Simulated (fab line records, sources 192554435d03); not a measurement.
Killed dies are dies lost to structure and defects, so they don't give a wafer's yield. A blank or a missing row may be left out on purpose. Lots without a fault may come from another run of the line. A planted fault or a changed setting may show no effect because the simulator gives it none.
fab line records | flow n5_finfet
record lots=7 wafers=39
route steps=1938 shown BEOL_M0_SAQP@638 BEOL_M1@753 BEOL_M7@1302 BEOL_M9@1440 BEOL_M11@1579 BEOL_M14@1744
start_h: hours from the record's first day to the start of the lot's first wafer shown | wait_h: hours since the lot's step before | " the same as in the row above | L1.1+2: a row that stands for several wafers | - no value, or no start given | * or withheld: withheld | < > ~ a bound
route shown NAME@n: a module of which the file shows steps, and the number in the route of the first | usual: mean/standard deviation of fault-free wafers | same: alike in all rows | chamber/n: place in a boat | sites: the reading at each site | _std_site: their standard deviation | _edge_site: outer sites' mean less inner sites' | radius_mm: how far each site lies from the wafer's centre | mask NAME#n: copy n | behind: the tool/chamber that last shaped the wafer | hold: why the lot was held/for how many hours/how that ended | device: the transistor (n, p or np) that didn't switch | end of line: the same wafers' tests at the end of the route | a step without rows: its recipe alone | killed: dies lost to structure and defects at the first sort, not the wafer's yield | map: a wafer's dies, x killed, . not, _ none there
set.NAME: the setting as run; set.NAME@STEP: as run at that earlier step | model.NAME: the simulator's own value behind a step, which no gauge read
lots whose settings were changed on purpose; a table a step, a row a wafer
## steps
# step N5_BEOL_M0_SAQP_PECVD_04
# recipe material=a-Si target_thk_a=600 temp_c=350 precursor=SiH4/He pressure_torr=3 rf_w=100 time_s=60.2
# columns lot.wafer tool chamber start_h wait_h set.time_s model.a-Si_of_BEOL_M0_SAQP_PECVD_04.thk_nm
L076.1 pecvd-02 2 122.30 0.0 71.97 70.2
L076.2 " 0 " " 71.97 71
L076.3 " 1 " " 60.2 58.8
L076.4 " 1 " " 71.97 72.4
L076.5 " 2 " " 60.2 59.4
L076.6 " 0 " " 60.2 60.4
L079.2 pecvd-03 0 135.81 0.0 60.2 59.4
L079.4 " 2 " " 60.2 60.6
L079.6 " 0 " " 60.2 60.2
L085.1 pecvd-04 1 174.09 0.0 84 82.4
L085.2 " 2 " " 84 82.8
L085.3 " 1 " " 60.2 59.8
L085.4+5 " 2 " " 60.2 60.4
L085.6 " 1 " " 84 83.2
L089.1 pecvd-04 0 199.70 0.0 82.3 80.4
L089.2 " 1 " " 82.3 81.2
L089.3 " 1 " " 82.3 81.8
L089.4+5 " 0 " " 60.2 59.8
L089.6 " 1 " " 60.2 60
L092.1 pecvd-03 1 215.41 0.0 60.2 59.6
L092.2 " 0 " " 29.19 30.2
L092.3 " 1 " " 60.2 60.8
L092.4 " 0 " " 29.19 29.8
L092.5 " 1 " " 60.2 61
L092.6 " 0 " " 29.19 30.4
L094.1 pecvd-02 2 226.44 0.0 60.2 59.8
L094.2 " 0 " " 42.8 42
L094.3+5 " 2,0 " " 60.2 60.2
L094.4 " 0 " " 42.8 42.4
L094.6 " 2 " " 42.8 42.8
L096.1 pecvd-03 0 248.93 0.0 29.29 28.8
L096.2 " 1 " " 29.29 29.4
L096.3 " 2 " " 29.29 28.4
L096.4 " 2 " " 60.2 60
L096.5+6 " 1,0 " " 60.2 60.8
# step N5_BEOL_M0_SAQP_THK_MEAS_05
# usual thk_nm=59.8/0.77
# columns lot.wafer tool chamber start_h wait_h set.time_s@BEOL_M0_SAQP_PECVD_04 thk_nm
L076.1 film_metro-02 - 122.40 0.1 71.97 70.2
L076.2 " - " " 71.97 70.9
L076.3 " - " " 60.2 58.7
L076.4 " - " " 71.97 72.4
L076.5 " - " " 60.2 59.5
L076.6 " - " " 60.2 60.5
L079.2 film_metro-01 - 135.91 0.1 60.2 59.4
L079.4 " - " " 60.2 60.7
L079.6 " - " " 60.2 60.2
L085.1 film_metro-02 - 174.22 0.1 84 82.3
L085.2 " - " " 84 82.8
L085.3 " - " " 60.2 59.8
L085.4 " - " " 60.2 60.3
L085.5 " - " " 60.2 60.3
L085.6 " - " " 84 83.2
L089.1 film_metro-02 - 199.83 0.1 82.3 80.4
L089.2 " - " " 82.3 81.3
L089.3 " - " " 82.3 81.9
L089.4 " - " " 60.2 59.8
L089.5 " - " " 60.2 59.8
L089.6 " - " " 60.2 60.0
L092.1 film_metro-02 - 215.53 0.1 60.2 59.6
L092.2 " - " " 29.19 30.1
L092.3 " - " " 60.2 60.9
L092.4 " - " " 29.19 29.9
L092.5 " - " " 60.2 61.0
L092.6 " - " " 29.19 30.3
L094.1 film_metro-02 - 226.57 0.1 60.2 59.8
L094.2 " - " " 42.8 42.0
L094.3 " - " " 60.2 60.3
L094.4 " - " " 42.8 42.4
L094.5 " - " " 60.2 60.1
L094.6 " - " " 42.8 42.8
L096.1 film_metro-02 - 249.03 0.1 29.29 28.8
L096.2 " - " " 29.29 29.4
L096.3 " - " " 29.29 28.3
L096.4 " - " " 60.2 60.0
L096.5 " - " " 60.2 60.8
L096.6 " - " " 60.2 60.8
# step N5_BEOL_M0_SAQP_HM_DEP_111
# recipe material=SiO2 target_thk_a=120 temp_c=400 precursor=SiH4/N2O pressure_torr=0.75 rf_w=275 time_s=7.2
# step N5_BEOL_M0_SAQP_COAT_81
# recipe resist=SOC temp_c=250 time_s=60 spin_rpm=1500 resist_thk_nm=100
# step N5_BEOL_M0_SAQP_HM_OPEN_112
# recipe chemistry=CHF3/O2 target=SiO2 stop_on=a-Si target_depth_a=120 over_etch_frac=1.25 mask_material=SOC time_s=13.5 pressure_mtorr=30 source_w=650 bias_w=170 Ar_flow_sccm=200 CHF3_flow_sccm=50 O2_flow_sccm=5 ion_energy_ev=200 ends=end_point
# step N5_BEOL_M0_SAQP_STRIP_113
# recipe chemistry=CHF3/O2 resist=SiARC rf_frequency_hz=6e+07
# step N5_BEOL_M0_SAQP_MANDREL_ETCH_20
# recipe target_depth_a=600 chemistry=HBr/Cl2 target=a-Si stop_on=SiNx bt_time_s=10 mask_material=SOC over_etch_frac=0.5 time_s=30 pressure_mtorr=10 icp_w=800 bias_w=75 HBr_flow_sccm=150 Cl2_flow_sccm=80 ends=end_point
# usual oes_product_au=0.771/0.012
# columns lot.wafer tool chamber start_h wait_h set.time_s@BEOL_M0_SAQP_PECVD_04 oes_product_au model.etch.depth_nm
L076.1 rie_si-04 1 123.12 0.0 71.97 0.842 70.17
L076.2 " 0 " " 71.97 0.857 70.93
L076.3 " 2 " " 60.2 0.770 58.68
L076.4 " 3 " " 71.97 0.846 72.44
L076.5 " 0 " " 60.2 0.770 59.44
L076.6 " 3 " " 60.2 0.763 60.45
L079.2 rie_si-04 1 136.98 0.0 60.2 0.755 59.49
L079.4 " 2 " " 60.2 0.781 60.63
L079.6 " 2 " " 60.2 0.775 60.12
L085.1 rie_si-03 1 175.15 0.0 84 0.934 82.32
L085.2 " 3 " " 84 0.950 82.81
L085.3 " 0 " " 60.2 0.771 59.75
L085.4 " 2 " " 60.2 0.775 60.3
L085.5 " 3 " " 60.2 0.790 60.32
L085.6 " 2 " " 84 0.948 83.28
L089.1 rie_si-03 0 200.55 0.0 82.3 0.915 80.35
L089.2 " 2 " " 82.3 0.931 81.23
L089.3 " 3 " " 82.3 0.950 81.85
L089.4 " 1 " " 60.2 0.761 59.84
L089.5 " 2 " " 60.2 0.770 59.81
L089.6 " 3 " " 60.2 0.777 59.96
L092.1 rie_si-05 2 216.41 0.0 60.2 0.786 59.61
L092.2 " 0 " " 29.19 0.547 30.16
L092.3 " 1 " " 60.2 0.767 60.89
L092.4 " 3 " " 29.19 0.550 29.88
L092.5 " 0 " " 60.2 0.778 60.92
L092.6 " 3 " " 29.19 0.560 30.3
L094.1 rie_si-04 3 228.64 0.0 60.2 0.754 59.77
L094.2 " 2 " " 42.8 0.628 41.93
L094.3 " 0 " " 60.2 0.767 60.24
L094.4 " 1 " " 42.8 0.632 42.39
L094.5 " 1 " " 60.2 0.766 60.17
L094.6 " 0 " " 42.8 0.654 42.82
L096.1 rie_si-05 1 249.87 0.0 29.29 0.527 28.8
L096.2 " 0 " " 29.29 0.540 29.43
L096.3 " 3 " " 29.29 0.545 28.35
L096.4 " 2 " " 60.2 0.780 60.06
L096.5 " 1 " " 60.2 0.770 60.81
L096.6 " 0 " " 60.2 0.780 60.75
# step N5_BEOL_M0_SAQP_STRIP_86
# recipe chemistry=N2/H2 power_w=500 temp_c=40 pressure_mtorr=50 rf_frequency_hz=6e+07 overash_fraction=0.3 bias_power_w=28 h2_frac=0.5 n2_flow_sccm=300 h2_flow_sccm=300
# step N5_BEOL_M0_SAQP_STRIP_115
# recipe chemistry=post_etch_residue_remover time_s=60 temp_c=25 remover_ph=withheld remover_water_wt_pct=withheld remover_fluoride_wt_pct=withheld
# step N5_BEOL_M0_SAQP_RECESS_114
# recipe chemistry=HF/NH3 target=SiO2 target_depth_a=144 afs_cycles=3 temp_c=30 sublimation_temp_c=180 sublimation_time_s=60
# step N5_BEOL_M0_SAQP_SPACER1_ALD_98
# recipe material=SiO2 target_thk_a=128 temp_c=300 ald_precursor_family=BDEAS ald_co_reactant=O2-plasma pulse_time_s=1 purge_time_s=2 co_reactant_purge_time_s=2 ald_cycles=138 pressure_torr=2
# step N5_BEOL_M0_SAQP_SPACER1_ETCHBACK_99
# recipe chemistry=CHF3/O2 mode=anisotropic_etchback target=SiO2 target_depth_a=154 time_s=7.7 pressure_mtorr=30 source_w=650 bias_w=170 Ar_flow_sccm=200 CHF3_flow_sccm=50 O2_flow_sccm=5 ion_energy_ev=200
# columns lot.wafer tool chamber start_h wait_h set.time_s@BEOL_M0_SAQP_PECVD_04 model.a-Si_of_BEOL_M0_SAQP_PECVD_04.thk_nm
L076.1 rie_diel-02 3 124.22 0.3 71.97 69.6
L076.2 " 1 " " 71.97 70.4
L076.3 " 0 " " 60.2 58
L076.4 " 1 " " 71.97 71.8
L076.5 " 0 " " 60.2 58.8
L076.6 " 3 " " 60.2 59.8
L079.2 rie_diel-01 0 139.97 0.3 60.2 58.8
L079.4 " 2 " " 60.2 60
L079.6 " 2 " " 60.2 59.6
L085.1 rie_diel-02 2 176.38 0.3 84 81.8
L085.2 " 3 " " 84 82.2
L085.3 " 1 " " 60.2 59.2
L085.4 " 0 " " 60.2 59.6
L085.5 " 1 " " 60.2 59.8
L085.6 " 2 " " 84 82.6
L089.1 rie_diel-06 3 201.66 0.3 82.3 79.8
L089.2 " 0 " " 82.3 80.6
L089.3 " 1 " " 82.3 81.2
L089.4+5 " 2,0 " " 60.2 59.2
L089.6 " 1 " " 60.2 59.4
L092.1 rie_diel-01 2 217.70 0.4 60.2 59
L092.2+6 " 0,3 " " 29.19 29.6
L092.3 " 1 " " 60.2 60.2
L092.4 " 3 " " 29.19 29.2
L092.5 " 0 " " 60.2 60.4
L094.1 rie_diel-06 3 229.94 0.3 60.2 59.2
L094.2 " 2 " " 42.8 41.4
L094.3+5 " 1,3 " " 60.2 59.6
L094.4 " 0 " " 42.8 41.8
L094.6 " 0 " " 42.8 42.2
L096.1 rie_diel-02 1 251.01 0.3 29.29 28.2
L096.2 " 0 " " 29.29 28.8
L096.3 " 3 " " 29.29 27.8
L096.4 " 2 " " 60.2 59.4
L096.5+6 " 3,2 " " 60.2 60.2
# step N5_BEOL_M1_PECVD_72
# recipe material=SiO2 target_thk_a=160 temp_c=400 precursor=TEOS/O2 pressure_torr=5.5 rf_w=450 teos_flow_sccm=53.8 gas=O2 flow_sccm=3000 time_s=18
# columns lot.wafer tool chamber start_h wait_h set.time_s model.SiO2_of_BEOL_M1_PECVD_72.thk_nm
L076.1+3 pecvd-01 0,1 133.92 0.0 18 15.8
L076.2 " 1 " " 23.23 20.2
L076.4+5 " 0,1 " " 23.23 20.6
L076.6 " 0 " " 18 16
L079.2 pecvd-02 2 151.34 0.0 18 16
L079.4 " 0 " " 18 16.4
L079.6 " 2 " " 18 16.2
L085.1 pecvd-04 0 186.72 0.0 24.12 21.4
L085.2 " 2 " " 24.12 21
L085.3 " 1 " " 18 15.8
L085.4+6 " 2,0 " " 18 16.2
L085.5 " 1 " " 24.12 21.2
L089.1+6 pecvd-02 0,2 211.41 0.0 18 16
L089.2 " 2 " " 25.84 22.6
L089.3 " 1 " " 25.84 22.4
L089.4 " 1 " " 25.84 23
L089.5 " 0 " " 18 16.2
L092.1+4 pecvd-04 0,1 227.51 0.0 18 16
L092.2 " 2 " " 18 15.8
L092.3 " 1 " " 18 15.6
L092.5 " 2 " " 18 16.4
L092.6 " 0 " " 18 16.2
L094.1 pecvd-04 1 244.25 0.0 18 15.6
L094.2+3 " 0,2 " " 18 15.8
L094.4+6 " 0,2 " " 24.29 21.6
L094.5 " 1 " " 24.29 21.2
L096.1+3 pecvd-02 0,1 262.09 0.0 7.207 6.6
L096.2 " 2 " " 18 15.8
L096.4 " 0 " " 7.207 6.8
L096.5+6 " 1,2 " " 18 16
# step N5_BEOL_M7_ETCH_66
# recipe chemistry=N2/H2 target=SOC target_depth_a=800 overetch_a=160 mask_material=SiARC temp_c=40 time_s=120 ion_energy_ev=200 pressure_mtorr=30 source_w=840 bias_w=150 n2_flow_sccm=200 h2_flow_sccm=200
# columns lot.wafer tool chamber start_h wait_h set.time_s model.SiARC_of_BEOL_M7_COAT_64.thk_nm model.BEOL_M7.cd_nm
L076.1 rie_diel-02 1 206.34 0.0 120 6.4 39.8
L076.2 " 3 " " 120 6.6 40
L076.3 " 0 " " 55.5 9.4 39
L076.4 " 2 " " 55.5 9.4 38.8
L076.5 " 2 " " 55.5 9.4 38.6
L076.6 " 1 " " 120 6.4 40.2
L079.2 rie_diel-01 1 225.70 0.0 120 6.6 40.2
L079.4 " 3 " " 120 6.4 40
L079.6 " 1 " " 120 6.6 40
L085.1 rie_diel-02 3 256.19 0.0 120 6.6 39.8
L085.2+4 " 1,0 " " 120 6.4 40
L085.3+6 " 2,1 " " 120 6.4 39.8
L085.5 " 2 " " 120 6.4 39.6
L089.1 rie_diel-01 3 282.08 0.0 170.6 4.2 40.8
L089.2 " 0 " " 170.6 4.2 40.6
L089.3 " 2 " " 120 6.4 40
L089.4 " 1 " " 120 6.6 39.6
L089.5 " 1 " " 120 6.6 39.8
L089.6 " 0 " " 170.6 4.2 41
L092.1 rie_diel-02 1 313.13 0.0 120 6.4 40.2
L092.2 " 2 " " 120 6.4 40
L092.3 " 3 " " 120 6.6 40.2
L092.4+6 " 0,1 " " 152.2 4.8 40.8
L092.5 " 2 " " 152.2 5 40.6
L094.1 rie_diel-01 1 330.37 0.0 120 6.6 40
L094.2+5 " 0,2 " " 120 6.4 40
L094.3+4 " 2,3 " " 140.7 5.4 40.4
L094.6 " 1 " " 140.7 5.6 40.6
L096.1+3+5 rie_diel-01 3,2,3 339.19 0.0 120 6.4 39.8
L096.2+4+6 " 0,1,0 " " 120 6.6 40
# step N5_BEOL_M9_ETCH_66
# recipe chemistry=N2/H2 target=SOC target_depth_a=800 overetch_a=160 mask_material=SiARC temp_c=40 time_s=120 ion_energy_ev=200 pressure_mtorr=30 source_w=840 bias_w=150 n2_flow_sccm=200 h2_flow_sccm=200
# columns lot.wafer tool chamber start_h wait_h set.time_s model.SiARC_of_BEOL_M9_COAT_64.thk_nm
L076.1 rie_diel-01 2 224.88 0.0 120 6.4
L076.2 " 1 " " 164.1 4.6
L076.3+5 " 3 " " 164.1 4.4
L076.4+6 " 0 " " 120 6.6
L079.2+4+6 rie_diel-02 0,3,2 241.74 0.0 120 6.4
L085.1 rie_diel-01 2 271.07 0.0 120 6.2
L085.2+4 " 3,0 " " 120 6.4
L085.3+5 " 1 " " 161.2 4.6
L085.6 " 0 " " 161.2 4.4
L089.1+2+3 rie_diel-02 3,2,1 300.08 0.0 120 6.4
L089.4+5+6 " 3,1,2 " " 77.52 8.4
L092.1+3+6 rie_diel-02 1,2,2 330.59 0.0 120 6.4
L092.2+4 " 0 " " 178.4 3.6
L092.5 " 1 " " 178.4 3.8
L094.1+4+6 rie_diel-01 2,0,3 346.33 0.0 120 6.4
L094.2+5 " 3,2 " " 82.43 8
L094.3 " 1 " " 82.43 8.2
L096.1+6 rie_diel-01 1 355.19 0.0 120 6.6
L096.2 " 0 " " 84.3 8.2
L096.3 " 3 " " 120 6.4
L096.4+5 " 2 " " 84.3 8
# step N5_BEOL_M11_ETCH_41
# recipe chemistry=CH3F/O2 target=SiCN target_depth_a=426 taper_deg=2 time_s=86 ion_energy_ev=120 mask_material=TiN pressure_mtorr=30 source_w=395 bias_w=75 Ar_flow_sccm=150 CH3F_flow_sccm=30 O2_flow_sccm=20
# columns lot.wafer tool chamber start_h wait_h set.time_s model.etch.depth_nm
L076.1 rie_diel-06 2 - - 86 31.95
L076.2 " 0 " " 126.8 48.48
L076.3 " 1 " " 126.8 47.75
L076.4 " 3 " " 126.8 48.28
L076.5 " 1 " " 86 32.26
L076.6 " 0 " " 86 32.97
L079.2 rie_diel-01 3 - - 86 32.53
L079.4 " 0 " " 86 32.14
L079.6 " 2 " " 86 32.51
L085.1 rie_diel-02 1 - - 86 33.03
L085.2 " 2 " " 50.08 19.23
L085.3 " 3 " " 50.08 18.65
L085.4 " 3 " " 50.08 18.7
L085.5 " 1 " " 86 33.16
L085.6 " 2 " " 86 33.19
L089.1 rie_diel-02 1 - - 105.9 40.3
L089.2 " 2 " " 105.9 40.37
L089.3 " 3 " " 86 32.08
L089.4 " 0 " " 86 33.11
L089.5 " 0 " " 105.9 40.7
L089.6 " 1 " " 86 32.9
L092.1 rie_diel-06 1 - - 86 32.29
L092.2 " 3 " " 86 32.45
L092.3 " 2 " " 86 32.9
L092.4 " 0 " " 86 32.94
L092.5 " 2 " " 86 32.69
L092.6 " 1 " " 86 32.26
L094.1 rie_diel-01 2 - - 86 32.74
L094.2 " 1 " " 47.72 17.76
L094.3 " 0 " " 86 32.11
L094.4 " 3 " " 47.72 18.07
L094.5 " 1 " " 47.72 17.89
L094.6 " 2 " " 86 32.7
L096.1 rie_diel-06 1 - - 44.8 17.11
L096.2 " 0 " " 86 33.11
L096.3 " 2 " " 86 33.23
L096.4 " 3 " " 44.8 17.21
L096.5 " 2 " " 44.8 17.17
L096.6 " 1 " " 86 32.8
# step N5_BEOL_M14_DEVELOP_27
# recipe develop_time_s=45 rinse_liquid=diw dry=air_spin dev_temp_c=21
# columns lot.wafer tool chamber start_h wait_h set.develop_time_s
L076.1+2+3+4+5+6 litho_track-05 0 - - 45
L079.2+4+6 litho_track-05 0 - - 45
L085.1+3+4 litho_track-01 0 - - 25.78
L085.2+5+6 " 0 " " 45
L089.1+5+6 litho_track-01 0 - - 45
L089.2+3+4 " 0 " " 55.13
L092.1+4+6 litho_track-05 0 - - 34.84
L092.2+3+5 " 0 " " 45
L094.1+2+4 litho_track-01 0 - - 45
L094.3+5+6 " 0 " " 20.5
L096.1+2+3 litho_track-03 0 - - 60.59
L096.4+5+6 " 0 " " 45
# step N5_BEOL_M14_HARDBAKE_32
# recipe temp_c=130 time_s=120
# step N5_BEOL_M14_CD_MEAS_28
# recipe target_cd_nm=284.4 landing_energy_ev=500 detector=se_inlens
# usual cd_nm=284.1/1.2
# columns lot.wafer tool chamber start_h wait_h set.develop_time_s@BEOL_M14_DEVELOP_27 cd_nm
L076.1 cd_sem-03 0 256.38 - 45 284.3
L076.2 " 0 " " 45 283.7
L076.3 " 0 " " 45 284.9
L076.4 " 0 " " 45 284.3
L076.5 " 0 " " 45 284.4
L076.6 " 0 " " 45 284.1
L079.2 cd_sem-03 0 277.35 - 45 285.9
L079.4 " 0 " " 45 285.0
L079.6 " 0 " " 45 286.3
L085.1 cd_sem-03 0 309.12 - 25.78 278.9
L085.2 " 0 " " 45 283.3
L085.3 " 0 " " 25.78 279.6
L085.4 " 0 " " 25.78 280.0
L085.5 " 0 " " 45 281.0
L085.6 " 0 " " 45 283.1
L089.1 cd_sem-03 0 334.55 - 45 281.8
L089.2 " 0 " " 55.13 284.5
L089.3 " 0 " " 55.13 284.2
L089.4 " 0 " " 55.13 285.4
L089.5 " 0 " " 45 284.1
L089.6 " 0 " " 45 282.9
L092.1 cd_sem-01 0 360.30 - 34.84 282.4
L092.2 " 0 " " 45 285.4
L092.3 " 0 " " 45 284.6
L092.4 " 0 " " 34.84 282.6
L092.5 " 0 " " 45 285.7
L092.6 " 0 " " 34.84 282.3
L094.1 cd_sem-02 0 376.71 - 45 283.4
L094.2 " 0 " " 45 282.7
L094.3 " 0 " " 20.5 279.2
L094.4 " 0 " " 45 283.1
L094.5 " 0 " " 20.5 276.8
L094.6 " 0 " " 20.5 278.9
L096.1 cd_sem-01 0 388.00 - 60.59 284.4
L096.2 " 0 " " 60.59 285.5
L096.3 " 0 " " 60.59 283.2
L096.4 " 0 " " 45 282.7
L096.5 " 0 " " 45 280.6
L096.6 " 0 " " 45 282.9
# step N5_BEOL_M14_DESCUM_33
# recipe chemistry=O2 time_s=7.9 source_power_w=50 bias_power_w=20 pressure_mtorr=20 rf_frequency_hz=2.712e+07 temp_c=40 o2_flow_sccm=225
# columns lot.wafer tool chamber start_h wait_h set.develop_time_s@BEOL_M14_DEVELOP_27 model.BEOL_M14.cd_nm
L076.1+4 rie_diel-05 1,2 256.56 0.1 45 284.4
L076.2 " 2 " " 45 283.6
L076.3 " 3 " " 45 285
L076.5 " 3 " " 45 284.2
L076.6 " 1 " " 45 283.8
L079.2+6 rie_diel-03 1,0 277.72 0.3 45 286
L079.4 " 0 " " 45 284.6
L085.1 rie_diel-05 2 309.56 0.1 25.78 279
L085.2+6 " 3 " " 45 283.2
L085.3 " 0 " " 25.78 279.6
L085.4 " 1 " " 25.78 280
L085.5 " 0 " " 45 281.2
L089.1 rie_diel-05 1 334.63 0.0 45 281.6
L089.2 " 3 " " 55.13 284.6
L089.3 " 0 " " 55.13 284
L089.4 " 2 " " 55.13 285.6
L089.5 " 2 " " 45 284.2
L089.6 " 1 " " 45 282.8
L092.1 rie_diel-03 1 361.10 0.7 34.84 282.2
L092.2 " 3 " " 45 285.4
L092.3 " 2 " " 45 284.6
L092.4 " 0 " " 34.84 282.6
L092.5 " 3 " " 45 285.6
L092.6 " 2 " " 34.84 281.8
L094.1+4 rie_diel-03 1,0 376.79 0.0 45 283.2
L094.2 " 2 " " 45 282.4
L094.3 " 3 " " 20.5 279
L094.5 " 0 " " 20.5 276.8
L094.6 " 3 " " 20.5 278.8
L096.1 rie_diel-04 2 388.09 0.0 60.59 284.2
L096.2 " 0 " " 60.59 285.2
L096.3 " 1 " " 60.59 283.4
L096.4+6 " 2,1 " " 45 282.8
L096.5 " 0 " " 45 280.6
## key
split step=N5_BEOL_M0_SAQP_PECVD_04 setting=time_s stated=60.2 by=wafer
response step=N5_BEOL_M0_SAQP_PECVD_04 reading=model.a-Si_of_BEOL_M0_SAQP_PECVD_04.thk_nm change=+0.595 per=1% r=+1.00
response step=N5_BEOL_M0_SAQP_THK_MEAS_05 reading=thk_nm change=* per=1% r=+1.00
response step=N5_BEOL_M0_SAQP_MANDREL_ETCH_20 reading=oes_product_au change=+0.00441 per=1% r=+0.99
response step=N5_BEOL_M0_SAQP_MANDREL_ETCH_20 reading=model.etch.depth_nm change=+0.595 per=1% r=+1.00
response step=N5_BEOL_M0_SAQP_SPACER1_ETCHBACK_99 reading=model.a-Si_of_BEOL_M0_SAQP_PECVD_04.thk_nm change=+0.596 per=1% r=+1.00
split step=N5_BEOL_M1_PECVD_72 setting=time_s stated=18 by=wafer
response step=N5_BEOL_M1_PECVD_72 reading=model.SiO2_of_BEOL_M1_PECVD_72.thk_nm change=+0.155 per=1% r=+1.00
split step=N5_BEOL_M7_ETCH_66 setting=time_s stated=120 by=wafer
response step=N5_BEOL_M7_ETCH_66 reading=model.SiARC_of_BEOL_M7_COAT_64.thk_nm change=-0.0556 per=1% r=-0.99
response step=N5_BEOL_M7_ETCH_66 reading=model.BEOL_M7.cd_nm change=+0.023 per=1% r=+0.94
split step=N5_BEOL_M9_ETCH_66 setting=time_s stated=120 by=wafer
response step=N5_BEOL_M9_ETCH_66 reading=model.SiARC_of_BEOL_M9_COAT_64.thk_nm change=-0.0548 per=1% r=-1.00
split step=N5_BEOL_M11_ETCH_41 setting=time_s stated=86 by=wafer
response step=N5_BEOL_M11_ETCH_41 reading=model.etch.depth_nm change=+0.333 per=1% r=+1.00
split step=N5_BEOL_M14_DEVELOP_27 setting=develop_time_s stated=45 by=wafer
response step=N5_BEOL_M14_CD_MEAS_28 reading=cd_nm change=+0.0816 per=1% r=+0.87
response step=N5_BEOL_M14_DESCUM_33 reading=model.BEOL_M14.cd_nm change=+0.0816 per=1% r=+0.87
